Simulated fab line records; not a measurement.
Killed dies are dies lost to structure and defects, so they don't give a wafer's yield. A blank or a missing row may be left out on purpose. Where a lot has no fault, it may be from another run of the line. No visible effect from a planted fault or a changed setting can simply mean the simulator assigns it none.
Which tool did it? -- flow nand harc -- 13 lots, 39 wafers sampled, at 4 steps of a route of 1159

## WHAT THE GAUGES SHOWED, per wafer
NHARC_A_BONDPAD_CD_MEAS_13. Usual: cd nm at 499.5 nm, with a standard deviation of 1.4.
lot,measured,on,cd nm (nm),flag
L928,day 18 02:49,cd sem-02,499.3 500.8 499.5,
L927,day 18 04:11,cd sem-03,497.0 498.9 496.7,
L934,day 19 19:48,cd sem-01,499.2 500.1 501.8,
L933,day 19 10:22,cd sem-01,498.3 500.9 499.9,
L938,day 20 19:07,cd sem-01,500.7 498.6 500.2,
L939,day 20 20:04,cd sem-01,499.9 498.1 496.9,
L937,day 21 12:17,cd sem-02,500.8 498.6 501.5,
L941,day 22 00:37,cd sem-01,497.0 498.4 496.3,
L940,day 22 03:44,cd sem-02,496.5 498.0 498.0,
L944,day 22 16:39,cd sem-02,498.4 499.4 498.6,
L943,day 22 17:16,cd sem-01,502.7 498.9 502.3,
L947,day 23 06:19,cd sem-02,498.8 498.0 499.9,
L948,day 23 22:42,cd sem-02,498.6 499.5 499.7,

NHARC_END_SORT_01. Usual: killed at array 27, standard deviation 11; killed at other 0.7, standard deviation 0.93; killed at periphery 2.9, standard deviation 1.9; killed dies 30, standard deviation 11; killed open 3.1, standard deviation 1.7; killed short 1.9, standard deviation 1.3.
lot,measured,on,killed at array,killed at other,killed at periphery,killed dies,killed open,killed short,flag
L933,day 20 19:20,prober-02,26 23 28,1 2 1,2 3 62,29 28 91,2 1 6,1 2 2,OFF

## WHAT TOOL EACH LOT RAN ON (gives the tool, then ch and the chambers of the sampled wafers, and finally the start)
lot,NHARC_P_GATE_SPUTTER_79,NHARC_A_BONDPAD_DEP_00
L928,"pvd sputter-03, day 6 04:47","pecvd-02 ch 0,1,2, day 18 02:49 or earlier"
L927,"pvd sputter-03, day 6 10:14","pecvd-03 ch 1,2, day 18 02:23"
L934,"pvd sputter-01, day 7 05:50","pecvd-02 ch 1,2, day 19 18:01"
L933,"pvd sputter-03, day 7 06:22","pecvd-01 ch 1,2, day 19 08:50"
L938,"pvd sputter-02, day 8 20:17","pecvd-01 ch 0,1,2, day 20 19:07 or earlier"
L939,"pvd sputter-02, day 8 21:40","pecvd-01 ch 0,1,2, day 20 20:04 or earlier"
L937,"pvd sputter-01, day 8 23:34","pecvd-01 ch 0,1,2, day 21 10:32"
L941,"pvd sputter-01, day 9 04:01","pecvd-03 ch 1,2, day 21 22:52"
L940,"pvd sputter-02, day 9 04:27","pecvd-01 ch 0,1,2, day 22 01:59"
L944,"pvd sputter-02, day 9 17:03","pecvd-03 ch 0,1, day 22 15:01"
L943,"pvd sputter-01, day 9 17:37","pecvd-03 ch 0,2, day 22 15:23"
L947,"pvd sputter-01, day 10 18:19","pecvd-03 ch 1,2, day 23 04:40"
L948,"pvd sputter-02, day 11 03:09","pecvd-01 ch 0,1,2, day 23 21:09"
- NHARC_P_GATE_SPUTTER_79: material TiN, target thk 10 nm.
- NHARC_A_BONDPAD_DEP_00: deposits SiCN, target thk 250 nm.

## WHAT THE TOOLS THEMSELVES READ (means of the sampled wafers that have a number; where no wafer has one, the mark that the record gives instead)
NHARC_A_BONDPAD_DEP_00. Usual: heater power w at 585 W, with a standard deviation of 110.
lot,tool,heater power w (W),flag
L928,pecvd-02,657,
L927,pecvd-03,464,
L934,pecvd-02,703,
L933,pecvd-01,585,
L938,pecvd-01,605,
L939,pecvd-01,608,
L937,pecvd-01,624,
L941,pecvd-03,470,
L940,pecvd-01,595,
L944,pecvd-03,574,
L943,pecvd-03,528,
L947,pecvd-03,535,
L948,pecvd-01,612,

## THE ANSWER, worked out from the rows above alone
Rule: lot off if the mean of its wafers having a number is beyond 3 standard deviations from the usual mean. A lot without any number at a reading at which 4 lots or more have one is off too. Any other lot the step has rows for is counted as sound. Order of review: gauges by route order, followed by the tools' own readings, for which a lot's mean as printed above is used. At the first step where some lot is off, the reading lying furthest off is the one used; lots without a number count as furthest.
Off: L933, at NHARC_END_SORT_01 (killed at periphery). Neither off nor sound, because the step has no rows for them: L928, L927, L934, L938, L939, L937, L941, L940, L944, L943, L947, L948.
A tool fits if, at a process step before that reading, it ran every lot that is off, and no sound lot after the first of them. Those tools and the gauges at NHARC_END_SORT_01 are tried in the same way. Can't be told from this: 3 tools fit, pvd sputter-03 at NHARC_P_GATE_SPUTTER_79, pecvd-01 at NHARC_A_BONDPAD_DEP_00, prober-02 at NHARC_END_SORT_01.

## WHAT THE SIMULATOR PUT IN
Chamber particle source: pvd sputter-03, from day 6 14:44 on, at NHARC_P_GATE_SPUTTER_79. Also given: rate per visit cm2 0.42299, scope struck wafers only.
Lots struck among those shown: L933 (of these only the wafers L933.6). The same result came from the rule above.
